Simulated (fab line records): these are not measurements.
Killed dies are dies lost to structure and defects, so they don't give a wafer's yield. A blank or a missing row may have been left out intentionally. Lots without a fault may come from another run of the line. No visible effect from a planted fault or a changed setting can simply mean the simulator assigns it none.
Matching of chambers + flow nand harc + rie diel-02 running NHARC_P_M1_STRIP_18: 4 sister chambers
The step strips in N2/H2. 14 wafers are shown with their chamber, then 7 later ones without.

== WAFERS PAIRED WITH THEIR CHAMBERS ==
| wafer  | chamber | drypump motor current A (A) | oes product au (a.u.) | power w (W) |
|--------|---------|-----------------------------|-----------------------|-------------|
| L076.1 | 1       | 6.2                         | 1.018                 | 1002.4      |
| L076.3 | 0       | 5.7                         | 1.006                 | 1002.3      |
| L076.6 | 2       | 5.4                         | 0.983                 | 1001.1      |
| L077.3 | 0       | 5.8                         | 1.007                 | 1001.4      |
| L077.5 | 3       | 6.1                         | 0.984                 | 999.7       |
| L077.6 | 0       | 5.7                         | 0.993                 | 997.4       |
| L084.1 | 1       | 6.2                         | 1.002                 | 997.7       |
| L084.3 | 2       | 5.4                         | 0.985                 | 999.8       |
| L084.6 | 0       | 5.8                         | 1.000                 | 996.6       |
| L089.1 | 0       | 5.7                         | 1.008                 | 996.0       |
| L089.2 | 3       | 6.1                         | 0.977                 | 998.5       |
| L089.5 | 1       | 6.1                         | 0.998                 | 1001.7      |
| L090.1 | 3       | 6.1                         | 0.992                 | 995.4       |
| L090.3 | 1       | 6.2                         | 1.012                 | 999.5       |

SIGNATURES (means of the wafers above)
| reading                 | chamber 0 | chamber 1 | chamber 2 | chamber 3 | scatter within a chamber |
|-------------------------|-----------|-----------|-----------|-----------|--------------------------|
| drypump motor current A | 5.740     | 6.175     | 5.400     | 6.100     | 0.0442                   |
| oes product au          | 1.00280   | 1.00750   | 0.98400   | 0.98433   | 0.00724                  |
| power w                 | 998.740   | 1000.325  | 1000.450  | 997.867   | 2.41                     |
Rule: for a wafer and a chamber, the distance is found by dividing, reading by reading, the gap between the wafer's reading and the chamber's mean by the reading's scatter, squaring, summing and taking the root. The wafer belongs to the nearest chamber; if the next one is less than 2 further off, it can't be placed. The scatter: the root of (the sum of the squares of (reading less its chamber's mean) over the shown wafers, divided by (wafers less chambers)).

== WAFERS MISSING THEIR CHAMBER ==
| wafer  | drypump motor current A (A) | oes product au (a.u.) | power w (W) |
|--------|-----------------------------|-----------------------|-------------|
| L090.6 | 5.7                         | 1.013                 | 995.4       |
| L093.4 | 6.1                         | 0.999                 | 998.4       |
| L093.5 | 6.1                         | 0.979                 | 1007.1      |
| L093.6 | 5.4                         | 0.978                 | 1007.4      |
| L092.2 | 5.7                         | 1.011                 | 995.6       |
| L092.3 | 5.4                         | 0.977                 | 998.8       |
| L092.5 | 5.7                         | 1.008                 | 1001.3      |

== WHICH CHAMBER EACH ONE RAN IN ==
| wafer  | from the rows above     | in truth |
|--------|-------------------------|----------|
| L090.6 | 0                       | 0        |
| L093.4 | can't be placed: 3 or 1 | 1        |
| L093.5 | can't be placed: 3 or 1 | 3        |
| L093.6 | 2                       | 2        |
| L092.2 | 0                       | 0        |
| L092.3 | 2                       | 2        |
| L092.5 | 0                       | 0        |
Placed correctly: 5 of 7. Unplaceable from these rows: 2, with the true chamber sitting among the candidates in 2. Placed wrongly: 0.
